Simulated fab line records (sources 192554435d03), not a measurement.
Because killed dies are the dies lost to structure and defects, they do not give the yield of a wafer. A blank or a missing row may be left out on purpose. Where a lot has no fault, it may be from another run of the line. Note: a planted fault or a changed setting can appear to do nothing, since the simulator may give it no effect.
Code-filled problem report in 8D (eight disciplines) form + flow n5-finfet + the parts of the form that need people (team, actions taken, sign-off) are left out

== 1. THE ISSUE ==
Wafers without a fault read 12, standard deviation 5; raw-defect-count at N5_STI_FIN_REVEAL_INSPECT_13 reads a mean of 292 on 3 wafers belonging to 2 lots. That puts it +56 standard deviations away from the usual mean.
The step: inspects for defects (darkfield).
The first sign was on wafer L417.3 at day 7 08:32, on defect-inspect-01. The record has a number at this step for 18 wafers belonging to 6 lots. By rule, "out" or "out of limits" means more than 4 standard deviations away from the usual mean. The rest of the wafers with a number are treated as sound.

== 2. WHAT IT IS, WHAT IT ISN'T ==
| question                    | is                     | is not                                                                    |
|-----------------------------|------------------------|---------------------------------------------------------------------------|
| which readings at this step | raw-defect-count       | -                                                                         |
| which lots                  | L417, L418             | L398, L407, L409, L421                                                    |
| which wafers of those lots  | L417.3, L417.5, L418.2 | L417.1, L418.1, L418.6                                                    |
| read on which gauges        | defect-inspect-01      | defect-inspect-02                                                         |
| when                        | from day 7 08:32       | up to then (10 sound wafers); but 5 sound wafers of L418, L421 came after |

== 3. WHAT RULES OUT EACH SUSPECT ==
Counting: a tool at a process step up to the reading stays a suspect if it ran every lot that is out. Sound lots after the first of them don't rule it out here, since some wafers of a struck lot are sound.
- the gauge at N5_STI_FIN_REVEAL_INSPECT_13 has been ruled out. All the wafers that are out were read on defect-inspect-01, but those of them that N5_PASSIVATION_PROBE_49 has rows for are out there too, on other tools.
- vapor-etch-02 at N5_STI_FIN_REVEAL_RECESS_09 (chemistry HF/NH3, target SiO2, afs cycles 11, target depth 42.5 nm, sublimation time 60 s): kept. It ran every lot that is out, first L417 (day 7 05:33); its last sound lot up to then is L409 (day 5 08:10).
- rie-si-02 at N5_STI_FIN_REVEAL_ETCH_34 (etches Si in H2, material Si, target depth 0.97 nm): kept. It ran every lot that is out, first L417 (day 7 07:38); its last sound lot up to then is L407 (day 4 20:17).
- plasma-asher-01 at N5_STI_FIN_REVEAL_OXIDATION_31 (chemistry O2 PLASMA REMOTE, time 20 s): kept. It ran every lot that is out, first L417 (day 7 07:53); its last sound lot up to then is L407 (day 4 20:23).
- plasma-asher-01 at N5_STI_FIN_REVEAL_OXIDATION_33 (chemistry O2 PLASMA REMOTE, time 20 s): kept. It ran every lot that is out, first L417 (day 7 08:16); its last sound lot up to then is L409 (day 5 10:40).
- rie-si-02, N5_STI_FIN_REVEAL_ETCH_34: wafers that are out in chamber 2, sound lot-mates in chambers 0, 3.
Left after counting: vapor-etch-02 at N5_STI_FIN_REVEAL_RECESS_09, rie-si-02 at N5_STI_FIN_REVEAL_ETCH_34, plasma-asher-01 at N5_STI_FIN_REVEAL_OXIDATION_31, plasma-asher-01 at N5_STI_FIN_REVEAL_OXIDATION_33.

== 4. THE CAUSE (what the simulator had put in) ==
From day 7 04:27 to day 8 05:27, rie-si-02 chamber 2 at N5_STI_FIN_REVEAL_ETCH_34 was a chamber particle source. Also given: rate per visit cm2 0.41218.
This tool is one of the 4 suspects left after counting.

== 5. THE EFFECT CHAIN, in route order ==
Each row: a reading where the mean over the struck wafers with a number is more than 3 standard deviations away from the usual. Only readings for which the record gives a usual standard deviation are gone through. hours: the time from each lot's start at the first step in this table that gives one to its start at this step, as a median over the lots. sigmas: the change in usual standard deviations.
| hours | step                         | reading             | usual | on struck wafers | change | sigmas |
|-------|------------------------------|---------------------|-------|------------------|--------|--------|
| 0     | N5_STI_FIN_REVEAL_INSPECT_13 | raw-defect-count    | 12    | 292              | +280   | +56    |
| 286   | N5_PASSIVATION_PROBE_49      | killed-at-front-end | 43    | 121              | +78    | +6.5   |
| 286   | N5_PASSIVATION_PROBE_49      | killed-dies         | 106   | 184              | +78    | +4.6   |
Process steps it contains:
- N5_PASSIVATION_PROBE_49

== 6. WHAT WOULD HAVE CAUGHT IT SOONER ==
The first out-of-limits reading at a measuring or inspecting step in this record came at day 7 08:32, 4 hours after the fault's start at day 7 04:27.
An alarm limit of 4 standard deviations would not have fired on the tool readings at N5_STI_FIN_REVEAL_ETCH_34 for which the record gives a usual standard deviation, since none of them was out on any struck wafer.
Among the 2 lots that are out, L418 began N5_STI_FIN_REVEAL_ETCH_34 on rie-si-02 after day 7 08:32. A hold on the tool at that time would have spared it.
